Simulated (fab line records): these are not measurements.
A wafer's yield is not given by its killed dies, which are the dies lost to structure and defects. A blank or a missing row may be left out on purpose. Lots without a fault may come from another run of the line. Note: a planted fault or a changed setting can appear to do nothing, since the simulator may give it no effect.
Matching of chambers	flow n5 finfet	N5_BEOL_M0_ALD_136 on ald metal-02 has 4 sister chambers
The step deposits TaN, pulse time 2 s, purge time 3 s, co reactant purge time 2 s. 8 wafers are shown with their chamber, then 7 later ones without.

== WAFERS PAIRED WITH THEIR CHAMBERS ==
wafer	chamber	heater power w (W)
L078.1	3	448
L079.1	3	438
L079.4	0	451
L081.2	1	496
L081.3	2	477
L081.6	2	494
L092.1	1	488
L092.4	0	461

== WAFERS WITHOUT THEIR CHAMBER ==
wafer	heater power w (W)
L092.6	469
L095.1	484
L095.5	483
L095.6	499
L096.1	505
L096.2	443
L096.4	467

== WHICH CHAMBER EACH WENT THROUGH ==
wafer	from the rows above	in truth
L092.6	can't be placed: 0 or 2 or 1 or 3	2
L095.1	can't be placed: 2 or 1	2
L095.5	can't be placed: 2 or 1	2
L095.6	can't be placed: 1 or 2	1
L096.1	can't be placed: 1 or 2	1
L096.2	can't be placed: 3 or 0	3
L096.4	can't be placed: 0 or 2 or 3 or 1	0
Correct placement for 0 of the 7. Can't be placed from these rows: 7 (the true chamber is among the candidates in 7). 0 placed wrongly.
How it was worked out, from the rows above alone: a wafer's distance from a chamber is the root of the sum, over the readings, of the square of ((its reading less the chamber's mean) divided by the reading's scatter). The wafer belongs to the nearest chamber; if the next one is less than 2 further off, it can't be placed. For every chamber, the mean is computed from those of its wafers that are shown. The scatter: the root of (the sum of the squares of (reading less its chamber's mean) over the shown wafers, divided by (wafers less chambers)).
